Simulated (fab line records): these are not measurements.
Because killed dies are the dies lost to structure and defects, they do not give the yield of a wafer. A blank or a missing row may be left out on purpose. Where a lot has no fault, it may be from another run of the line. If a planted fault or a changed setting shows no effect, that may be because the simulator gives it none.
fab line records	flow n5-finfet
[record] lots = 5	wafers = 15	last-day = 17
route steps=1938 shown BEOL_M0_SAQP@662 BEOL_M4@1111 PASSIVATION@1936
lots with no fault: from the same line, run without faults
start-h: the number of hours between the record's first day and the start of the first shown wafer of the lot	wait-h: how many hours have passed since the lot's step before this one	" same as the row above	L1.1+2: a single row standing in for several wafers	- no value, or no start given	* or withheld: withheld	< > ~ a bound
route shown NAME@n: a module of which the file shows steps, and the number in the route of the first	usual: the fault-free wafers' mean and standard deviation	same: alike in all rows	chamber/n: place in a boat	sites: each site's reading	_std_site: their standard deviation	_edge_site: the outer-site mean with the inner-site mean subtracted	radius-mm: how far each site lies from the wafer's centre	mask NAME#n: copy n	behind: the most recent tool/chamber to have shaped the wafer	hold: cause of the lot's hold/its duration in hours/its outcome	device: transistor that didn't switch, given as n, p or np	end of line: tests run on the same wafers once the route is complete	where a step has no rows: the recipe by itself	killed: count of dies lost to structure and defects at first sort (not the wafer's yield)	map: dies across one wafer; x = killed, . = not, _ = none there
set.NAME: the setting that was run; set.NAME@STEP: the one run at that earlier step	model.NAME: the simulator's own value behind a step, which no gauge read
certain route steps with their lots: each step a table, each wafer a row
services: a tool's chamber out of use, with start hour (start-h, from the record's first day; less than 0 if before it), hours out, and reason
[[steps]]
[step N5_BEOL_M0_SAQP_RECESS_114]
[recipe] chemistry = HF/NH3	target = SiO2	target-depth-a = 144	afs-cycles = 3	temp-c = 30	sublimation-temp-c = 180	sublimation-time-s = 60
[step N5_BEOL_M0_SAQP_SPACER1_ALD_98]
[recipe] material = SiO2	target-thk-a = 128	temp-c = 300	ald-precursor-family = BDEAS	ald-co-reactant = O2-plasma	pulse-time-s = 1	purge-time-s = 2	co-reactant-purge-time-s = 2	ald-cycles = 138	pressure-torr = 2
[step N5_BEOL_M0_SAQP_SPACER1_ETCHBACK_99]
[recipe] chemistry = CHF3/O2	mode = anisotropic-etchback	target = SiO2	target-depth-a = 154	time-s = 7.7	pressure-mtorr = 30	source-w = 650	bias-w = 170	Ar_flow_sccm = 200	CHF3_flow_sccm = 50	O2_flow_sccm = 5	ion-energy-ev = 200
[step N5_BEOL_M0_SAQP_MANDREL1_REMOVE_100]
[recipe] chemistry = HBr/Cl2/O2	bt-time-s = 10	target = a-Si	stop-on = SiNx	endpoint = OES-SiCl	over-etch-frac = 0.85	icp-w = 600	bias-w = 30	HBr_flow_sccm = 150	Cl2_flow_sccm = 80	O2_flow_sccm = 5	pressure-mtorr = 10
[step N5_BEOL_M0_SAQP_ETCH_101]
[recipe] chemistry = CH3F/O2	target = SiNx	mask-material = SiO2	target-depth-a = 299	time-s = 42.7	pressure-mtorr = 30	source-w = 395	bias-w = 73	Ar_flow_sccm = 150	CH3F_flow_sccm = 30	O2_flow_sccm = 20	ion-energy-ev = 120
[step N5_BEOL_M0_SAQP_ETCH_102]
[recipe] chemistry = CF4	target = SiO2	target-depth-a = 40	ion-energy-ev = 350	time-s = 4.4	pressure-mtorr = 10	icp-w = 800	bias-w = 400	cf4-flow-sccm = 80
[step N5_BEOL_M0_SAQP_MANDREL_ETCH_103]
[recipe] chemistry = HBr/Cl2	target = a-Si	target-depth-a = 450	bt-time-s = 10	stop-on = SiCN	mask-material = SiO2	over-etch-frac = 0.8	time-s = 27	pressure-mtorr = 10	icp-w = 800	bias-w = 75	HBr_flow_sccm = 150	Cl2_flow_sccm = 80	ends = end-point
[step N5_BEOL_M0_SAQP_RECESS_104]
[recipe] chemistry = HF/NH3	target = SiO2	target-depth-a = 180	afs-cycles = 3	temp-c = 30	sublimation-temp-c = 180	sublimation-time-s = 60
[step N5_BEOL_M0_SAQP_COAT_105]
[recipe] resist = SOC	temp-c = 250	time-s = 60	spin-rpm = 1500	resist-thk-nm = 100
[step N5_BEOL_M0_SAQP_ETCH_106]
[recipe] chemistry = N2/H2	target = SOC	target-depth-a = 1500	stop-on = SiNx	ion-energy-ev = 100	bias-w = 61	pressure-mtorr = 30	source-w = 850	n2-flow-sccm = 200	h2-flow-sccm = 200
[step N5_BEOL_M0_SAQP_ETCH_107]
[recipe] chemistry = CH3F/O2	target = SiNx	target-depth-a = 300	mask-material = SOC	pressure-mtorr = 30	source-w = 395	bias-w = 73	Ar_flow_sccm = 150	CH3F_flow_sccm = 30	O2_flow_sccm = 20	ion-energy-ev = 120
[step N5_BEOL_M0_SAQP_STRIP_108]
[recipe] chemistry = N2/H2	power-w = 500	temp-c = 40	pressure-mtorr = 50	rf-frequency-hz = 6e+07	overash-fraction = 0.3	bias-power-w = 28	h2-frac = 0.5	n2-flow-sccm = 300	h2-flow-sccm = 300
[usual] bias-power-w = 28.01/0.092	chamber-pressure-mTorr = 49.99/0.044	drypump-motor-current-A = 5.8/0.41	oes-product-au = 0.79/0.086	rf-vpp-V = 121.9/1	showerhead-plenum-p-Torr = 3.34/0.12	throttle-valve-pct = 18.89/0.26
lot.wafer	tool	chamber	start-h	wait-h	bias-power-w	chamber-pressure-mTorr	drypump-motor-current-A	oes-product-au	rf-hours-counter-h	rf-vpp-V	showerhead-plenum-p-Torr	throttle-valve-pct	model.SOC_of_BEOL_M0_SAQP_COAT_105.thk-nm
L981.1	rie-diel-04	2	156.66	0.0	-	-	-	-	-	-	-	-	17.4
L981.3	"	0	"	"	-	-	-	-	-	-	-	-	15
L981.4	"	2	"	"	-	-	-	-	-	-	-	-	17.6
L982.3	rie-diel-04	2	161.04	0.0	-	-	-	-	-	-	-	-	17.4
L982.4	"	0	"	"	-	-	-	-	-	-	-	-	15.2
L982.5	"	2	"	"	-	-	-	-	-	-	-	-	17.2
L983.1	rie-diel-04	3	167.20	0.0	-	-	-	-	-	-	-	-	9.2
L983.2	"	1	"	"	-	-	-	-	-	-	-	-	9.8
L983.3	"	0	"	"	-	-	-	-	-	-	-	-	14.8
L985.2	rie-diel-04	1	182.77	0.0	28.07	49.92	6.2	0.80	100	123.1	3.39	18.80	0
L985.4	"	3	"	"	28.18	49.98	6.1	0.95	-	121.1	3.30	18.42	0
L985.6	"	0	"	"	28.11	50.01	6.4	0.77	-	121.2	3.11	18.95	0
L997.1	rie-diel-03	1	253.89	0.0	27.94	50.02	5.8	0.91	22	122.7	3.45	19.04	0
L997.4	"	0	"	"	27.99	49.93	5.4	0.70	205	121.5	3.33	19.52	0
L997.6	"	3	"	"	28.15	49.92	6.3	0.79	-	123.4	3.51	18.54	0
[step N5_BEOL_M0_SAQP_RECESS_109]
[recipe] chemistry = HF/NH3	target = SiO2	target-depth-a = 30	afs-cycles = 1	temp-c = 30	sublimation-temp-c = 180	sublimation-time-s = 60
[step N5_BEOL_M4_RC_MEAS_101]
[usual] DIBL_N = 36.0/1.7	DIBL_P = 36.2/2.3	IOFF_N = 0.16/0.03	IOFF_P = 0.21/0.036	ION_N = 679/11	ION_P = 465/7.1	SS_N = 71.4/0.58	SS_P = 73.3/0.75	VT_N = 249/3.1	VT_P = -251/3.5
lot.wafer	tool	chamber	start-h	wait-h	DIBL_N[mV/V]	DIBL_P[mV/V]	IOFF_N[nA/um]	IOFF_P[nA/um]	ION_N[uA/um]	ION_P[uA/um]	SS_N[mV/dec]	SS_P[mV/dec]	VT_N[mV]	VT_P[mV]
L985.2	prober-01	0	250.87	0.2	34.0	34.2	0.14	0.19	671	466	70.7	72.8	249	-251
L985.4	"	0	"	"	36.4	37.2	0.19	0.24	695	475	72.4	73.2	242	-249
L985.6	"	0	"	"	34.0	33.4	0.14	0.19	664	460	71.7	72.7	250	-252
L997.1	prober-01	0	316.23	0.0	35.8	36.5	0.16	0.20	687	467	71.9	73.4	248	-253
L997.4	"	0	"	"	39.2	39.4	0.20	0.24	691	462	72.5	74.7	247	-251
L997.6	"	0	"	"	34.0	33.5	0.12	0.16	667	455	71.1	72.7	251	-255
[step N5_PASSIVATION_PROBE_49]
[usual] defect-limited-yield = 91.3/1.5	killed_at_M0_to_M3 = 31/11	killed_at_M4_up = 14/5.1	killed-at-contacts = 12/5.6	killed-at-front-end = 42/12	killed-at-other = 3.8/2.9	killed-dies = 103/18	killed-on-rim = 14/4.5	killed-open = 67/14	killed-short = 33/8	sort_bin_5_function = 5.1/1	sort_bin_6_memory = 3.2/0.75	sort-n-pass = 1077/18	sort-yield-pct = 91.3/1.5
[same] gross-dies = 1180	killed-at-back-side = 0	sort_bin_4_leakage[%] = 0	sort_bin_8_speed[%] = 0
lot.wafer	tool	chamber	start-h	wait-h	defect-limited-yield[%]	killed_at_M0_to_M3	killed_at_M4_up	killed-at-contacts	killed-at-front-end	killed-at-other	killed-dies	killed-on-rim	killed-open	killed-short	sort_bin_5_function[%]	sort_bin_6_memory[%]	sort-n-pass	sort-yield-pct[%]
L982.3	prober-01	-	326.36	0.1	0	1106	12	6	52	4	1180	152	72	43	95.7	2.9	0	0
L982.4	prober-01	-	326.41	0.2	0	1118	14	4	41	3	1180	152	69	34	97.1	2.5	0	0
L982.5	prober-01	-	326.46	0.2	0	1102	31	10	35	2	1180	152	95	42	94.7	4.8	0	0
L981.1	prober-01	-	339.42	0.0	0	1100	10	8	56	6	1180	152	55	39	96.0	3.4	0	0
L981.3	prober-01	-	339.52	0.1	0	1119	6	7	43	5	1180	152	54	25	97.2	2.5	0	0
L981.4	prober-01	-	339.57	0.2	0	1092	12	16	57	3	1180	152	60	44	96.9	2.7	0	0
L983.1	prober-02	-	349.71	2.4	0	1109	13	11	43	4	1180	152	69	28	96.6	3.4	0	0
L983.2	prober-02	-	349.76	2.5	0	1110	19	4	42	5	1180	152	45	42	97.3	2.3	0	0
L983.3	prober-02	-	349.81	2.5	0	1107	19	11	41	2	1180	152	62	36	97.2	2.5	0	0
L997.1	prober-01	-	416.36	0.0	93.3	23	9	3	43	1	79	13	54	25	3.7	2.6	1101	93.3
L997.4	prober-01	-	416.51	0.2	92.1	31	5	6	47	4	93	17	62	30	5.0	2.6	1087	92.1
// killed by level:class
L982.3 BEOL_M0_SAQP:area-remove=916 BEOL_M0_SAQP:area-ald=137 BEOL_M0_SAQP:geometric-particle:short=17 BEOL_M0_SAQP:geometric-particle:open=16 HKMG_FIN:area-etch=11 BEOL_M1:geometric-particle:open=9 STI_FIN_REVEAL:geometric-particle:open=6 ILD0:geometric-particle:open=6
L982.4 BEOL_M0_SAQP:area-remove=954 BEOL_M0_SAQP:area-ald=123 BEOL_M0_SAQP:geometric-particle:open=13 FIN_SAQP:geometric-particle:open=12 FIN_SAQP:geometric-particle:short=8 BEOL_M0_SAQP:geometric-particle:short=8 BEOL_M3:geometric-particle:open=7 DUMMY_GATE:geometric-particle:open=6
L982.5 BEOL_M0_SAQP:area-remove=920 BEOL_M0_SAQP:area-ald=123 BEOL_M0_SAQP:geometric-particle:open=17 BEOL_M4:geometric-particle:open=17 BEOL_M0_SAQP:geometric-particle:short=15 BEOL_M1:geometric-particle:open=9 MOL_CONTACT_COAG:geometric-particle:open=7 BEOL_M2:geometric-particle:open=7
L981.1 BEOL_M0_SAQP:area-remove=963 BEOL_M0_SAQP:area-ald=121 FIN_SAQP:geometric-particle:short=11 GATE_CUT:geometric-particle:short=9 GATE_CUT:geometric-particle:open=8 FIN_SAQP:geometric-particle:open=7 MOL_CONTACT_COAG:geometric-particle:open=7 BEOL_M4:geometric-particle:open=7
L981.3 BEOL_M0_SAQP:area-remove=1005 BEOL_M0_SAQP:area-ald=96 FIN_SAQP:geometric-particle:open=10 STI_FIN_REVEAL:geometric-particle:open=8 FIN_SAQP:geometric-particle:short=7 GATE_CUT:geometric-particle:open=5 MOL_CONTACT_COAG:geometric-particle:open=5 BEOL_M3:geometric-particle:open=5
L981.4 BEOL_M0_SAQP:area-remove=933 BEOL_M0_SAQP:area-ald=142 FIN_SAQP:geometric-particle:short=20 MOL_CONTACT_COAG:geometric-particle:open=13 FIN_SAQP:geometric-particle:open=8 GATE_CUT:geometric-particle:short=6 STI_FIN_REVEAL:geometric-particle:open=5 GATE_CUT:geometric-particle:open=5
L983.1 BEOL_M0_SAQP:area-remove=1055 BEOL_M0_SAQP:area-ald=27 FIN_SAQP:geometric-particle:open=13 MOL_CONTACT_COAG:geometric-particle:open=10 FIN_SAQP:geometric-particle:short=9 BEOL_M2:geometric-particle:open=7 BEOL_M3:geometric-particle:open=6 GATE_CUT:geometric-particle:short=5
L983.2 BEOL_M0_SAQP:area-remove=1052 BEOL_M0_SAQP:area-ald=40 FIN_SAQP:geometric-particle:open=12 FIN_SAQP:geometric-particle:short=9 BEOL_M4:geometric-particle:short=5 BEOL_M1:geometric-particle:open=5 GATE_CUT:geometric-particle:short=5 BEOL_M5:geometric-particle:open=5
L983.3 BEOL_M0_SAQP:area-remove=972 BEOL_M0_SAQP:area-ald=109 FIN_SAQP:geometric-particle:open=13 FIN_SAQP:geometric-particle:short=11 MOL_CONTACT_COAG:geometric-particle:open=10 BEOL_M0_SAQP:geometric-particle:short=10 BEOL_M5:geometric-particle:open=6 BEOL_M4:geometric-particle:short=5
L997.1 STI_FIN_REVEAL:geometric-particle:open=12 FIN_SAQP:geometric-particle:short=7 BEOL_M3:geometric-particle:open=7 FIN_SAQP:geometric-particle:open=6 BEOL_M2:geometric-particle:open=6 BEOL_M1:geometric-particle:open=4 STI_FIN_REVEAL:geometric-particle:short=3 ILD0:geometric-particle:open=3
L997.4 STI_FIN_REVEAL:geometric-particle:open=13 BEOL_M0_SAQP:geometric-particle:open=9 BEOL_M2:geometric-particle:open=9 FIN_SAQP:geometric-particle:short=7 FIN_SAQP:geometric-particle:open=6 STI_FIN_REVEAL:geometric-particle:short=5 GATE_CUT:geometric-particle:short=4 MOL_CONTACT_COAG:geometric-particle:open=4
// map L981.1 (x killed, . not)
_________________xxxxxxxxxxxx________________
______________xxxxxxxxxxxxxxxxxx_____________
___________xxxxxxxxxxxxxxxxxxxxxxxx__________
__________xxxxxxxxxxxxxxxxxxxxxxxxxx_________
________xxxxxxxxxxxxxxxxxxxxxxxxxxxxxx_______
_______xxxxxxxxxxxxxxxxxxxxxxxxxxxxxxxx______
______xxxxxxxxxxxxxxxxxxxxxxxxxxxxxxxxxx_____
_____xxxxxxxxxxxxxxxxxxxxxxxxxxxxxxxxxxxx____
____xxxxxxxxxxxxxxxxxxxxxxxxxxxxxxxxxxxxxx___
___xxxxxxxxxxxxxxxxxxxxxxxxxxxxxxxxxxxxxxxx__
___xxxxxxxxxxxxxxxxxxxxxxxxxxxxxxxxxxxxxxxx__
__xxxxxxxxxxxxxxxxxxxxxxxxxxxxxxxxxxxxxxxxxx_
__xxxxxxxxxxxxxxxxxxxxxxxxxxxxxxxxxxxxxxxxxx_
_xxxxxxxxxxxxxxxxxxxxxxxxxxxxxxxxxxxxxxxxxxxx
_xxxxxxxxxxxxxxxxxxxxxxxxxxxxxxxxxxxxxxxxxxxx
_xxxxxxxxxxxxxxxxxxxxxxxxxxxxxxxxxxxxxxxxxxxx
_xxxxxxxxxxxxxxxxxxxxxxxxxxxxxxxxxxxxxxxxxxxx
_xxxxxxxxxxxxxxxxxxxxxxxxxxxxxxxxxxxxxxxxxxxx
_xxxxxxxxxxxxxxxxxxxxxxxxxxxxxxxxxxxxxxxxxxxx
_xxxxxxxxxxxxxxxxxxxxxxxxxxxxxxxxxxxxxxxxxxxx
_xxxxxxxxxxxxxxxxxxxxxxxxxxxxxxxxxxxxxxxxxxxx
__xxxxxxxxxxxxxxxxxxxxxxxxxxxxxxxxxxxxxxxxxx_
__xxxxxxxxxxxxxxxxxxxxxxxxxxxxxxxxxxxxxxxxxx_
___xxxxxxxxxxxxxxxxxxxxxxxxxxxxxxxxxxxxxxxx__
___xxxxxxxxxxxxxxxxxxxxxxxxxxxxxxxxxxxxxxxx__
____xxxxxxxxxxxxxxxxxxxxxxxxxxxxxxxxxxxxxx___
_____xxxxxxxxxxxxxxxxxxxxxxxxxxxxxxxxxxxx____
______xxxxxxxxxxxxxxxxxxxxxxxxxxxxxxxxxx_____
_______xxxxxxxxxxxxxxxxxxxxxxxxxxxxxxxx______
________xxxxxxxxxxxxxxxxxxxxxxxxxxxxxx_______
__________xxxxxxxxxxxxxxxxxxxxxxxxxx_________
___________xxxxxxxxxxxxxxxxxxxxxxxx__________
______________xxxxxxxxxxxxxxxxxx_____________
_________________xxxxxxxxxxxx________________
// map L982.3 (x killed, . not)
_________________xxxxxxxxxxxx________________
______________xxxxxxxxxxxxxxxxxx_____________
___________xxxxxxxxxxxxxxxxxxxxxxxx__________
__________xxxxxxxxxxxxxxxxxxxxxxxxxx_________
________xxxxxxxxxxxxxxxxxxxxxxxxxxxxxx_______
_______xxxxxxxxxxxxxxxxxxxxxxxxxxxxxxxx______
______xxxxxxxxxxxxxxxxxxxxxxxxxxxxxxxxxx_____
_____xxxxxxxxxxxxxxxxxxxxxxxxxxxxxxxxxxxx____
____xxxxxxxxxxxxxxxxxxxxxxxxxxxxxxxxxxxxxx___
___xxxxxxxxxxxxxxxxxxxxxxxxxxxxxxxxxxxxxxxx__
___xxxxxxxxxxxxxxxxxxxxxxxxxxxxxxxxxxxxxxxx__
__xxxxxxxxxxxxxxxxxxxxxxxxxxxxxxxxxxxxxxxxxx_
__xxxxxxxxxxxxxxxxxxxxxxxxxxxxxxxxxxxxxxxxxx_
_xxxxxxxxxxxxxxxxxxxxxxxxxxxxxxxxxxxxxxxxxxxx
_xxxxxxxxxxxxxxxxxxxxxxxxxxxxxxxxxxxxxxxxxxxx
_xxxxxxxxxxxxxxxxxxxxxxxxxxxxxxxxxxxxxxxxxxxx
_xxxxxxxxxxxxxxxxxxxxxxxxxxxxxxxxxxxxxxxxxxxx
_xxxxxxxxxxxxxxxxxxxxxxxxxxxxxxxxxxxxxxxxxxxx
_xxxxxxxxxxxxxxxxxxxxxxxxxxxxxxxxxxxxxxxxxxxx
_xxxxxxxxxxxxxxxxxxxxxxxxxxxxxxxxxxxxxxxxxxxx
_xxxxxxxxxxxxxxxxxxxxxxxxxxxxxxxxxxxxxxxxxxxx
__xxxxxxxxxxxxxxxxxxxxxxxxxxxxxxxxxxxxxxxxxx_
__xxxxxxxxxxxxxxxxxxxxxxxxxxxxxxxxxxxxxxxxxx_
___xxxxxxxxxxxxxxxxxxxxxxxxxxxxxxxxxxxxxxxx__
___xxxxxxxxxxxxxxxxxxxxxxxxxxxxxxxxxxxxxxxx__
____xxxxxxxxxxxxxxxxxxxxxxxxxxxxxxxxxxxxxx___
_____xxxxxxxxxxxxxxxxxxxxxxxxxxxxxxxxxxxx____
______xxxxxxxxxxxxxxxxxxxxxxxxxxxxxxxxxx_____
_______xxxxxxxxxxxxxxxxxxxxxxxxxxxxxxxx______
________xxxxxxxxxxxxxxxxxxxxxxxxxxxxxx_______
__________xxxxxxxxxxxxxxxxxxxxxxxxxx_________
___________xxxxxxxxxxxxxxxxxxxxxxxx__________
______________xxxxxxxxxxxxxxxxxx_____________
_________________xxxxxxxxxxxx________________
[[services]]
tool	chamber	start-h	hours	kind
rie-diel-04	3	136.92	-	clean
rie-diel-04	3	136.92	-	consumable-replace:focus-ring
rie-diel-04	3	136.92	28.0	scheduled-down
rie-diel-04	3	136.92	28.0	vent-cycle
rie-diel-03	1	144.94	3.3	repair
rie-diel-03	1	148.25	-	clean
rie-diel-03	1	148.25	-	consumable-replace:esc
rie-diel-03	1	148.25	-	consumable-replace:focus-ring
rie-diel-03	1	148.25	23.6	scheduled-down
rie-diel-03	1	148.25	23.6	vent-cycle
rie-diel-04	2	165.08	-	clean
rie-diel-04	2	165.08	-	consumable-replace:focus-ring
rie-diel-04	2	165.08	20.6	scheduled-down
rie-diel-04	2	165.08	20.6	vent-cycle
rie-diel-03	0	239.43	7.2	repair
[[key]]
[first-sign] step = N5_BEOL_M0_SAQP_STRIP_108	reading = tool-record	direction = missing
[effect] step = N5_PASSIVATION_PROBE_49	reading = killed_at_M0_to_M3	direction = up	sigmas = 99+	usual = 31	struck = 1107
[model-effect] step = N5_BEOL_M0_SAQP_STRIP_108	value = SOC_of_BEOL_M0_SAQP_COAT_105.thk-nm	without = 0	struck = 14.84
[more-kills-born-at] N5_BEOL_M0_SAQP_MANDREL2_REMOVE_110@rie-si-02 = 5869	N5_BEOL_M0_SAQP_MANDREL2_REMOVE_110@rie-si-04 = 2901
met-at N5_BEOL_M0_SAQP_STRIP_108
struck-wafers L981.1,L981.3,L981.4,L982.3,L982.4,L982.5,L983.1,L983.2,L983.3
later-rows-left-out L981.1,L981.3,L981.4,L982.3,L982.4,L982.5,L983.1,L983.2,L983.3
[baseline-loss] step = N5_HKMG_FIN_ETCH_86	wafers = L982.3
[fault] kind = skipped-step-whole	tool = rie-diel-04	chamber = -	onset-h = 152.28	steps = N5_BEOL_M0_SAQP_STRIP_108	scope = struck-lots-only
// later-rows-left-out: the simulator's readings of these wafers behind a module that went badly wrong aren't trusted and aren't shown, but for the sort
// baseline-loss: these wafers lose ten dies or more at that step, a loss of the line's own and not of a fault; the sort's usual values leave them out
